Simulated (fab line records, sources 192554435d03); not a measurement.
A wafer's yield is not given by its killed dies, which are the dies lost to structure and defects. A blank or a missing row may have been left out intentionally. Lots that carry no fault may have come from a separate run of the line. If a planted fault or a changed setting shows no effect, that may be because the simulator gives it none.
Split-lot experiment    flow n5-finfet    7 lots, 39 wafers read, on a route of 1938 steps

ON THE SPLIT
At N5_BEOL_M3_DEP_57 (deposits SiCN from 3MS/NH3, target thk 8 nm, time 14 s), the setting target-thk-a was moved away from the recipe's 80 angstrom on 12 of the 39 wafers read, by -53.6% to +40.8%. The other wafers ran this setting at the recipe's value.

The reading is taken at the split's own step.

THE READING
SiCN_of_BEOL_M3_DEP_57.thk-nm (the simulator's own value, which no gauge read), in nm, at N5_BEOL_M3_DEP_57 (deposits SiCN from 3MS/NH3, target thk 8 nm, time 14 s). No usual value for it is given in the file. Here, 27 wafers ran the recipe; their average is 8.0 nm with a standard deviation of 0.17 nm.

wafer   tool, chamber at the split  target-thk-a as run, angstrom  against the recipe  SiCN_of_BEOL_M3_DEP_57.thk-nm, nm  against lot-mates on the recipe
L074.2  pecvd-03, 1,2               80                             recipe              8                                  -
L074.5  pecvd-03, 1,2               80                             recipe              8                                  -
L074.3  pecvd-03, 0                 80                             recipe              7.8                                -
L076.1  pecvd-03, 0,1,0,0           80                             recipe              7.8                                -
L076.2  pecvd-03, 0,1,0,0           80                             recipe              7.8                                -
L076.4  pecvd-03, 0,1,0,0           80                             recipe              7.8                                -
L076.6  pecvd-03, 0,1,0,0           80                             recipe              7.8                                -
L076.3  pecvd-03, 1                 80                             recipe              8.2                                -
L076.5  pecvd-03, 1                 80                             recipe              8.2                                -
L077.1  pecvd-01, 2,1,0             80                             recipe              7.8                                -
L077.2  pecvd-01, 2,1,0             80                             recipe              7.8                                -
L077.6  pecvd-01, 2,1,0             80                             recipe              7.8                                -
L077.3  pecvd-01, 0                 80                             recipe              7.6                                -
L077.4  pecvd-01, 1,2               80                             recipe              8.2                                -
L077.5  pecvd-01, 1,2               80                             recipe              8.2                                -
L078.1  pecvd-03, 2,0,2             80                             recipe              8                                  -
L078.2  pecvd-03, 2,0,2             80                             recipe              8                                  -
L078.4  pecvd-03, 2,0,2             80                             recipe              8                                  -
L078.3  pecvd-03, 1                 37.14                          -53.6%              3.8                                -4.2
L078.5  pecvd-03, 1                 37.14                          -53.6%              3.8                                -4.2
L078.6  pecvd-03, 0                 37.14                          -53.6%              3.6                                -4.4
L081.1  pecvd-02, 1                 80                             recipe              8.2                                -
L081.4  pecvd-02, 1                 80                             recipe              8.2                                -
L081.2  pecvd-02, 0,1               59.87                          -25.2%              6.2                                -1.9
L081.5  pecvd-02, 0,1               59.87                          -25.2%              6.2                                -1.9
L081.3  pecvd-02, 0                 80                             recipe              8                                  -
L081.6  pecvd-02, 0                 59.87                          -25.2%              6                                  -2.1
L092.1  pecvd-03, 0                 44.64                          -44.2%              4.2                                -3.6
L092.2  pecvd-03, 1,2,0             80                             recipe              7.8                                -
L092.3  pecvd-03, 1,2,0             80                             recipe              7.8                                -
L092.6  pecvd-03, 1,2,0             80                             recipe              7.8                                -
L092.4  pecvd-03, 1,2               44.64                          -44.2%              4.4                                -3.4
L092.5  pecvd-03, 1,2               44.64                          -44.2%              4.4                                -3.4
L095.1  pecvd-03, 1                 112.6                          +40.8%              11.4                               +3.3
L095.2  pecvd-03, 0                 112.6                          +40.8%              11                                 +2.9
L095.3  pecvd-03, 2                 80                             recipe              8                                  -
L095.4  pecvd-03, 2                 80                             recipe              8                                  -
L095.5  pecvd-03, 0                 112.6                          +40.8%              11.2                               +3.1
L095.6  pecvd-03, 1                 80                             recipe              8.2                                -
Where a row lists several chambers, the file gives one row for several wafers and doesn't say which wafer went through which chamber.

THE FIT
A straight line over all 39 wafers: SiCN_of_BEOL_M3_DEP_57.thk-nm changes by +0.0794 nm for each +1% of target-thk-a; r = +1.00; the points scatter about the line by 0.17 nm.
The same after taking each lot's own level away (the mean of its wafers on the recipe; 39 wafers): +0.0785 nm for each +1%; r = +1.00; scatter 0.14 nm.
Per that fit: largest target-thk-a move, reading shift of 4.2 nm.
Measured against the standard deviation above, the lots' own levels, which go from 7.80 to 8.13 nm, span 1.9 times it.
Hence the lot-to-lot level has little effect on the slope; both slopes agree.
Check: with one of the wafers moved furthest among these (-53.6%) left out of the fit, the line predicts -4.22 nm for it against its lot-mates. Against them it came out at -4.2 nm.

OTHER SPLITS ON THESE WAFERS
Before the reading, these wafers also passed through other splits. Each is held against what the fit with the lots' levels taken away leaves over:
other split on the same wafers                  wafers away from the commonest value  r with SiCN_of_BEOL_M3_DEP_57.thk-nm (lot level and that fit taken away)
N5_PMOS_HMC_CHANNEL_EPI_HM_DEP_34 target-thk-a  15                                    -0.06
N5_FIN_CUT_CUT_ETCH_15 target-depth-a           15                                    -0.14
N5_HKMG_FIN_CVD_62 time-s                       15                                    +0.20
N5_BEOL_M0_SAQP_PECVD_00 time-s                 15                                    +0.17
N5_BEOL_M1_ETCH_64 time-s                       18                                    -0.10

FILE'S OWN FIT
SiCN_of_BEOL_M3_DEP_57.thk-nm changes by +0.0787 nm for each +1% of target-thk-a, r = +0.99.
